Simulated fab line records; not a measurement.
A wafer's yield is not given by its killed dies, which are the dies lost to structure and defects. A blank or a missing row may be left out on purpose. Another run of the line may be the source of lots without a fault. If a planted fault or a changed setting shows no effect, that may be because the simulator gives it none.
fab line records	flow nand-harc
[record] lots = 6	wafers = 18	last-day = 24
route steps=1159 shown P_STI@88 END@1159
lots untouched by any fault: they come from a run of this same line in which no faults occurred
start-h: hours from the record's opening day to when the first of the lot's shown wafers began	wait-h: time in hours since the lot's previous step	" unchanged from the row above	L1.1+2: a row that stands for several wafers	- no value, or no start was given	* or withheld: withheld	< > ~ a bound
route shown NAME@n: NAME is a module with steps in the file, n the number in the route of the first one	usual: average and standard deviation across the fault-free wafers	same: alike in all rows	chamber/n: place in a boat	sites: the reading at each site	_std_site: how widely they spread, as a standard deviation	_edge_site: mean of outer sites minus mean of inner sites	radius-mm: for every site, how far away it sits from the centre of the wafer	mask NAME#n: copy n	behind: the last tool/chamber to shape the wafer	hold: the reason the lot was held/the length of the hold in hours/how it ended	device: whichever transistor did not switch (one of n, p or np)	end of line: at the end of the route, the tests of the same wafers	a step without rows: its recipe alone	killed: at the first sort, the dies lost to defects and structure; wafer yield is something else	map: a wafer's dies, x killed, . not, _ none there
set.NAME: the setting as run; set.NAME@STEP: as run at that earlier step	model.NAME: the simulator's own value behind a step, which no gauge read
lots at selected steps of the route; one table per step, one row per wafer
services: when a tool's chamber went out of use (start-h, in hours from the record's first day, below 0 if earlier), for how many hours, and the reason
[[steps]]
[step NHARC_P_STI_ETCH_42]
[recipe] target-depth-a = 800	overetch-a = 240	time-s = 61	ion-energy-ev = 200	n2-flow-sccm = 150	h2-flow-sccm = 150	ar-flow-sccm = 0	rf-w = 400	bias-w = 150	chemistry = N2/H2
[usual] drypump-motor-current-A = 5.6/0.51	mfc-ar-sccm = 0.007/0.011	oes-product-au = 1.005/0.013	rf-vpp-V = 431.9/1.9	showerhead-plenum-p-Torr = 2.09/0.062	throttle-valve-pct = 14.172/0.0096
lot.wafer	tool	chamber	start-h	wait-h	drypump-motor-current-A	mfc-ar-sccm	oes-product-au	rf-hours-counter-h	rf-vpp-V	showerhead-plenum-p-Torr	throttle-valve-pct
L975.1	rie-diel-09	0	50.36	0.1	6.2	0.029	1.007	5.2	428.7	1.96	14.168
L975.3	"	2	"	"	6.2	0.006	1.024	5.0	430.7	2.08	14.175
L975.6	"	3	"	"	5.2	0	1.013	-	430.6	2.02	14.172
L981.2	rie-diel-13	0	85.11	0.1	4.7	0.002	1.003	3.2	434.3	2.17	14.182
L981.4	"	2	"	"	5.6	0.018	1.021	3.8	432.2	2.10	14.175
L981.6	"	3	"	"	5.8	0	1.007	-	432.3	2.14	14.182
L983.1	rie-diel-13	1	95.09	0.1	5.4	0	1.018	3.9	433.1	2.14	14.171
L983.2	"	0	"	"	4.7	0.002	1.013	3.6	434.3	2.17	14.177
L983.5	"	0	"	"	4.7	0.002	1.027	-	435.0	2.17	14.161
L991.4	rie-diel-09	2	145.19	0.1	6.2	0.006	1.010	2.2	432.3	2.08	14.159
L991.1	"	0	"	"	6.2	0.029	0.985	2.3	427.4	1.96	14.162
L991.6	"	3	"	"	5.2	0	0.995	-	429.3	2.02	14.167
L994.1	rie-diel-13	2	157.96	0.1	5.5	0.018	1.003	1.4	433.0	2.10	14.186
L994.4	"	3	"	"	5.9	0	1.007	1.3	433.8	2.14	14.169
L994.5	"	1	"	"	5.5	0	1.001	-	433.6	2.14	14.198
L995.3	rie-diel-13	3	169.69	0.1	5.9	0	1.025	1.4	434.0	2.14	14.160
L995.1	"	0	"	"	4.7	0.002	0.994	1.5	434.4	2.17	14.173
L995.4	"	1	"	"	5.5	0	1.005	1.4	434.3	2.14	14.179
[step NHARC_P_STI_ETCH_31]
[recipe] target-depth-a = 1089	time-s = 54.5	cf4-flow-sccm = 100	chf3-flow-sccm = 30	ar-flow-sccm = 0	rf-w = 500	bias-w = 200	chemistry = CF4/CHF3
[usual] drypump-motor-current-A = 5.6/0.5	mfc-ar-sccm = 0.007/0.01	oes-product-au = 0.965/0.022	rf-vpp-V = 371.8/1.6	showerhead-plenum-p-Torr = 1.61/0.044	throttle-valve-pct = 16.802/0.0092
lot.wafer	tool	chamber	start-h	wait-h	drypump-motor-current-A	mfc-ar-sccm	oes-product-au	rf-hours-counter-h	rf-vpp-V	showerhead-plenum-p-Torr	throttle-valve-pct
L975.1	rie-diel-09	3	-	-	5.2	0	0.965	5.2	370.0	1.56	16.805
L975.3	"	0	"	"	6.2	0.029	0.962	5.2	368.3	1.52	16.783
L975.6	"	2	"	"	6.2	0.006	0.995	-	371.8	1.60	16.787
L981.4	rie-diel-13	2	-	-	5.5	0.018	0.988	3.8	371.2	1.61	16.792
L981.2	"	3	"	"	5.9	0	0.960	3.5	373.4	1.64	16.826
L981.6	"	1	"	"	5.5	0	0.978	-	374.0	1.64	16.808
L983.1	rie-diel-13	1	-	-	5.4	0	0.967	3.9	372.9	1.64	16.785
L983.2	"	2	"	"	5.5	0.018	0.982	4.1	371.5	1.61	16.798
L983.5	"	2	"	"	5.5	0.018	0.978	-	371.7	1.61	16.800
L991.4	rie-diel-09	2	-	-	6.2	0.006	0.999	2.2	372.6	1.60	16.818
L991.1	"	1	"	"	6.1	0.001	0.961	2.4	371.0	1.60	16.792
L991.6	"	3	"	"	5.2	0	0.985	-	371.1	1.56	16.797
L994.1	rie-diel-13	1	-	-	5.5	0	0.964	1.3	373.2	1.64	16.796
L994.4	"	2	"	"	5.5	0.018	0.942	1.4	372.0	1.61	16.803
L994.5	"	2	"	"	5.5	0.018	0.945	-	371.3	1.61	16.796
L995.4	rie-diel-13	0	-	-	4.7	0.002	0.949	1.5	373.7	1.67	16.807
L995.1	"	1	"	"	5.5	0	0.993	1.4	373.8	1.64	16.810
L995.3	"	2	"	"	5.5	0.018	0.976	1.5	372.7	1.61	16.808
[step NHARC_P_STI_ETCH_15]
[recipe] target-depth-a = 3000	taper-deg = 4	time-s = 100.1	hbr-flow-sccm = 150	cl2-flow-sccm = 50	rf-w = 400	icp-w = 400	bias-w = 100	chemistry = HBr/Cl2
[usual] drypump-motor-current-A = 5.4/0.36	hbr-flow-sccm = 150.0/0.48	mfc-cl2-sccm = 50.02/0.13	oes-product-au = 0.999/0.013	throttle-valve-pct = 26.405/0.009
lot.wafer	tool	chamber	start-h	wait-h	drypump-motor-current-A	hbr-flow-sccm	mfc-cl2-sccm	oes-product-au	rf-hours-counter-h	throttle-valve-pct
L975.3	rie-si-01	2	50.58	-	5.7	150.6	49.89	0.991	0.7	26.404
L975.1	"	3	"	"	5.1	150.1	50.04	1.019	0.8	26.402
L975.6	"	0	"	"	4.8	150.4	49.88	1.022	-	26.411
L981.2	rie-si-03	3	85.34	-	5.6	149.8	50.07	0.994	0.7	26.402
L981.4	"	2	"	"	5.1	149.7	49.91	0.983	-	26.420
L981.6	"	3	"	"	5.6	150.3	50.09	0.992	-	26.392
L983.2	rie-si-01	2	95.33	-	5.7	149.9	49.90	0.974	1.0	26.410
L983.1	"	3	"	"	5.1	150.1	49.99	1.030	1.1	26.395
L983.5	"	1	"	"	5.7	150.3	50.28	1.020	-	26.432
L991.4	rie-si-03	1	145.38	-	5.8	149.6	50.04	0.984	1.1	26.394
L991.1	"	0	"	"	5.7	149.9	49.91	0.988	1.3	26.413
L991.6	"	2	"	"	5.0	149.8	49.97	0.975	-	26.403
L994.4	rie-si-01	2	158.16	-	5.7	150.4	49.78	1.011	0.2	26.418
L994.1	"	3	"	"	5.1	150.1	49.93	0.993	0.1	26.407
L994.5	"	2	"	"	5.7	150.0	50.06	1.008	-	26.391
L995.4	rie-si-01	2	169.89	-	5.7	150.5	49.98	0.979	0.2	26.404
L995.3	"	3	"	"	5.1	149.8	49.87	0.995	0.2	26.406
L995.1	"	0	"	"	4.8	150.0	50.01	1.002	0.2	26.406
[step NHARC_P_STI_CD_MEAS_16]
[usual] cd-nm = 200/3.8
lot.wafer	tool	chamber	start-h	wait-h	cd-nm
L975.1	cd-sem-03	-	50.72	-	202
L975.3	"	-	"	"	206
L975.6	"	-	"	"	203
L981.2	cd-sem-01	-	85.49	-	199
L981.4	"	-	"	"	200
L981.6	"	-	"	"	206
L983.1	cd-sem-01	-	95.47	-	195
L983.2	"	-	"	"	195
L983.5	"	-	"	"	199
L991.1	cd-sem-01	-	145.54	-	197
L991.4	"	-	"	"	200
L991.6	"	-	"	"	203
L994.1	cd-sem-01	-	158.31	-	196
L994.4	"	-	"	"	196
L994.5	"	-	"	"	198
L995.1	cd-sem-02	-	170.04	-	197
L995.3	"	-	"	"	204
L995.4	"	-	"	"	196
[step NHARC_P_STI_OCD_MEAS_17]
[usual] trench-depth-nm = 300/6.2	trench-foot-cd-nm = 158/3.6
lot.wafer	tool	chamber	start-h	wait-h	trench-depth-nm	trench-foot-cd-nm
L975.1	ocd-01	-	50.80	0.1	313	157
L975.3	"	-	"	"	297	163
L975.6	"	-	"	"	309	160
L981.2	ocd-02	-	85.58	0.1	298	161
L981.4	"	-	"	"	288	163
L981.6	"	-	"	"	295	165
L983.1	ocd-02	-	95.55	0.1	313	150
L983.2	"	-	"	"	294	156
L983.5	"	-	"	"	308	157
L991.1	ocd-02	-	145.63	0.1	296	158
L991.4	"	-	"	"	293	159
L991.6	"	-	"	"	292	160
L994.1	ocd-02	-	158.40	0.1	299	154
L994.4	"	-	"	"	301	154
L994.5	"	-	"	"	303	158
L995.1	ocd-01	-	170.13	0.1	299	155
L995.3	"	-	"	"	300	161
L995.4	"	-	"	"	293	156
[step NHARC_P_STI_STRIP_19]
[recipe] time-s = 900	temp-c = 130	chemistry = SPM
[step NHARC_P_STI_PRECLEAN_32]
[recipe] time-s = *	temp-c = 50	bath-age-min = 0	chemistry = SC1
[step NHARC_P_STI_SRD_23]
[step NHARC_P_STI_OCD_MEAS_43]
[usual] trench-depth-nm = 300/6.1	trench-foot-cd-nm = 158/3.6
lot.wafer	tool	chamber	start-h	wait-h	trench-depth-nm	trench-foot-cd-nm
L975.1	ocd-01	-	51.31	-	313	157
L975.3	"	-	"	"	297	163
L975.6	"	-	"	"	309	159
L981.2	ocd-01	-	86.08	-	298	160
L981.4	"	-	"	"	288	163
L981.6	"	-	"	"	295	164
L983.1	ocd-01	-	96.06	-	313	150
L983.2	"	-	"	"	294	156
L983.5	"	-	"	"	308	156
L991.1	ocd-01	-	146.13	-	297	158
L991.4	"	-	"	"	293	160
L991.6	"	-	"	"	293	160
L994.1	ocd-02	-	158.91	-	299	154
L994.4	"	-	"	"	302	155
L994.5	"	-	"	"	304	157
L995.1	ocd-02	-	170.64	-	299	154
L995.3	"	-	"	"	300	161
L995.4	"	-	"	"	293	156
[step NHARC_P_STI_OXIDE_33]
[recipe] target-thk-a = 100	temp-c = 1000	ox-time-s = 281	material = SiO2
[step NHARC_P_STI_HDPCVD_20]
[recipe] target-thk-a = withheld	sigma-open-frac = withheld	material = SiO2
[step NHARC_P_STI_ANNEAL_34]
[recipe] temp-c = 1000	time-s = 1800
[step NHARC_P_STI_CMP_21]
[recipe] t-overpolish-s = 20	target-thk-nm = 380.67
[usual] motor-current-A = 12.5/0.88	overpolish-run-s = 20.000/0.009	t-overpolish-s = 20/0
lot.wafer	tool	chamber	start-h	wait-h	motor-current-A	overpolish-run-s	t-overpolish-s
L975.3	cmp-04	2	71.07	0.4	11.5	19.990	20
L975.1	"	1	"	"	12.3	20.017	20
L975.6	"	2	"	"	11.6	20.004	20
L981.2	cmp-03	1	102.12	0.4	11.9	72.994	72.979
L981.4	"	2	"	"	12.8	72.975	72.979
L981.6	"	0	"	"	11.5	72.951	72.979
L983.2	cmp-03	1	118.18	0.4	12.5	72.999	72.979
L983.1	"	2	"	"	12.7	72.971	72.979
L983.5	"	1	"	"	12.9	72.959	72.979
L991.4	cmp-04	2	166.56	0.4	11.2	19.998	20
L991.1	"	3	"	"	12.7	20.001	20
L991.6	"	0	"	"	12.7	19.996	20
L994.1	cmp-03	2	179.46	0.4	13.0	19.995	20
L994.4	"	0	"	"	12.5	19.991	20
L994.5	"	3	"	"	14.0	20.004	20
L995.3	cmp-04	2	194.25	0.4	11.9	19.995	20
L995.4	"	3	"	"	12.4	20.001	20
L995.1	"	1	"	"	13.0	20.016	20
[step NHARC_END_SORT_01]
[recipe] temp-c = 25
[usual] killed-at-array = 31/11	killed-at-other = 0.5/0.78	killed-at-periphery = 3.0/2	killed-dies = 34/12	killed-open = 3.2/2	killed-short = 1.9/1.6
[same] gross-dies = 677
lot.wafer	tool	chamber	start-h	wait-h	killed-at-array	killed-at-other	killed-at-periphery	killed-dies	killed-open	killed-short
L981.2	prober-02	0	497.89	2.8	33	0	4	37	4	2
L981.4	prober-02	0	499.49	3.4	41	0	1	42	2	1
L981.6	prober-02	0	501.09	4.0	43	1	1	45	3	1
L991.1	prober-01	0	548.63	2.5	34	0	4	38	6	1
L991.4	prober-01	0	551.08	3.4	43	1	0	44	5	4
L991.6	prober-01	0	552.70	4.1	30	0	0	30	0	0
L995.1	prober-02	0	564.17	2.4	42	1	4	47	10	3
L995.3	prober-02	0	565.75	3.1	42	1	4	47	5	9
L995.4	prober-02	0	566.55	3.4	37	1	3	41	2	2
L994.1	prober-01	0	569.96	2.5	44	1	8	53	6	1
L994.4	prober-01	0	572.41	3.4	65	0	7	72	8	3
L994.5	prober-01	0	573.23	3.8	52	0	3	55	2	1
// killed by level:class
L981.2 A_SLIT:chamber-film-flake=12 A_CHANNEL_HOLE_D1:chamber-film-flake=9 A_STAIRCASE:chamber-film-flake=4 P_ZERO_WELL:chamber-film-flake=3 A_CONTACT:chamber-film-flake=3 P_CONTACT:geometric-particle:short=1 A_SOURCE_PLATE:geometric-particle:open=1 A_ONON_D1:geometric-particle:open=1
L981.4 A_CHANNEL_HOLE_D1:chamber-film-flake=15 A_SLIT:chamber-film-flake=15 A_STAIRCASE:chamber-film-flake=4 A_CONTACT:chamber-film-flake=4 A_CHANNEL_FILL_D1:geometric-particle:short=1 A_CONTACT:geometric-particle:open=1 A_M0:geometric-particle:open=1 P_GATE:chamber-film-flake=1
L981.6 A_CHANNEL_HOLE_D1:chamber-film-flake=18 A_SLIT:chamber-film-flake=14 A_STAIRCASE:chamber-film-flake=8 A_M0:geometric-particle:open=2 P_GATE:geometric-particle:short=1 STARTING-WAFER:geometric-particle:open=1 A_CONTACT:chamber-film-flake=1
L991.1 A_SLIT:chamber-film-flake=17 A_CHANNEL_HOLE_D1:chamber-film-flake=6 A_WL_FILL:chamber-film-flake=4 A_WL_FILL:geometric-particle:open=2 P_ZERO_WELL:chamber-film-flake=2 A_CONTACT:chamber-film-flake=2 P_GATE:geometric-particle:open=1 P_M0:geometric-particle:open=1
L991.4 A_SLIT:chamber-film-flake=24 A_CONTACT:chamber-film-flake=5 A_WL_FILL:chamber-film-flake=3 A_CHANNEL_HOLE_D1:chamber-film-flake=2 A_SOURCE_PLATE:geometric-particle:short=1 A_ONON_D1:geometric-particle:short=1 A_CHANNEL_FILL_D1:geometric-particle:short=1 A_CHANNEL_FILL_D1:geometric-particle:open=1
L991.6 A_SLIT:chamber-film-flake=14 A_CHANNEL_HOLE_D1:chamber-film-flake=9 A_WL_FILL:chamber-film-flake=4 A_CONTACT:chamber-film-flake=3
L995.1 A_SLIT:chamber-film-flake=23 A_CHANNEL_HOLE_D1:chamber-film-flake=6 A_ONON_D1:geometric-particle:open=2 A_CHANNEL_FILL_D1:geometric-particle:open=2 A_CONTACT:geometric-particle:open=2 P_GATE:chamber-film-flake=2 P_M2:geometric-particle:open=1 A_ONON_D1:geometric-particle:short=1
L995.3 A_SLIT:chamber-film-flake=20 A_CHANNEL_HOLE_D1:chamber-film-flake=7 A_ONON_D1:geometric-particle:short=3 A_CONTACT:geometric-particle:short=2 A_WL_FILL:chamber-film-flake=2 A_CONTACT:chamber-film-flake=2 P_GATE:geometric-particle:open=1 P_M0:geometric-particle:short=1
L995.4 A_SLIT:chamber-film-flake=22 A_CHANNEL_HOLE_D1:chamber-film-flake=10 A_SGD_CUT:geometric-particle:short=2 A_WL_FILL:chamber-film-flake=2 P_M1:geometric-particle:open=1 A_CHANNEL_FILL_D1:geometric-particle:open=1 P_STI:chamber-film-flake=1 P_M2:chamber-film-flake=1
L994.1 A_CHANNEL_HOLE_D1:chamber-film-flake=19 A_SLIT:chamber-film-flake=16 A_CONTACT:chamber-film-flake=5 P_GATE:chamber-film-flake=3 P_M0:geometric-particle:open=2 P_CONTACT:geometric-particle:open=1 A_ONON_D1:geometric-particle:open=1 A_CHANNEL_FILL_D1:geometric-particle:open=1
L994.4 A_CHANNEL_HOLE_D1:chamber-film-flake=26 A_SLIT:chamber-film-flake=21 A_CONTACT:chamber-film-flake=4 A_CONTACT:geometric-particle:open=3 P_BONDPAD:chamber-film-flake=3 A_M0:chamber-film-flake=3 P_GATE:geometric-particle:open=2 A_BLC:geometric-particle:open=2
L994.5 A_CHANNEL_HOLE_D1:chamber-film-flake=26 A_SLIT:chamber-film-flake=17 A_CONTACT:chamber-film-flake=6 A_WL_FILL:geometric-particle:short=1 A_WL_FILL:geometric-particle:open=1 A_BLC:geometric-particle:open=1 P_STI:chamber-film-flake=1 P_GATE:chamber-film-flake=1
[[services]]
tool	chamber	start-h	hours	kind
rie-diel-13	0	29.03	-	clean
rie-diel-13	1	29.03	-	clean
rie-diel-13	2	29.03	-	clean
rie-diel-13	3	29.03	-	clean
cmp-04	-	38.32	3.2	repair
cmp-04	-	51.02	0.5	repair
rie-diel-13	0	53.53	-	clean
rie-diel-13	1	53.53	-	clean
rie-diel-09	-	54.98	0.5	repair
rie-diel-09	3	62.94	14.6	repair
rie-diel-09	-	77.10	9.0	pm
cmp-04	-	78.43	0.4	repair
rie-si-03	1	83.72	11.7	repair
rie-diel-13	3	86.38	18.2	repair
rie-diel-09	3	94.65	11.5	repair
rie-diel-13	-	99.00	9.0	pm
cmp-04	-	105.00	4.0	pm
cmp-03	-	111.59	4.0	pm
rie-si-01	-	127.00	9.0	pm
cmp-03	-	134.24	1.2	repair
rie-si-01	0	139.46	8.0	repair
cmp-04	-	151.29	1.2	repair
rie-si-03	-	155.01	9.0	pm
rie-diel-13	1	178.72	22.5	repair
[[key]]
[first-sign] step = NHARC_P_STI_CMP_21	reading = t-overpolish-s	direction = up	sigmas = 99+	usual = 20	struck = 72.979
[effect] step = NHARC_P_STI_CMP_21	reading = overpolish-run-s	direction = up	sigmas = 99+	usual = 20.000	struck = 72.975
met-at NHARC_P_STI_CMP_21
struck-wafers L981.2,L981.4,L981.6,L983.1,L983.2,L983.5
tester-left-out L981,L983
[fault] kind = process-parameter-drift	tool = cmp-03	chamber = -	onset-h = 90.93	steps = NHARC_P_STI_CMP_21	channel = t-overpolish-s	offset = 52.979	shape = step	end-h = 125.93	acts-in = these-recipes-only	stated = 20
// tester-left-out: of these lots the tester's yield and bins aren't shown, on N5 and GAA mostly nor the transistor test; their killed dies are dies lost to structure and defects alone, not to doping, threshold or leakage, so they don't give the yield
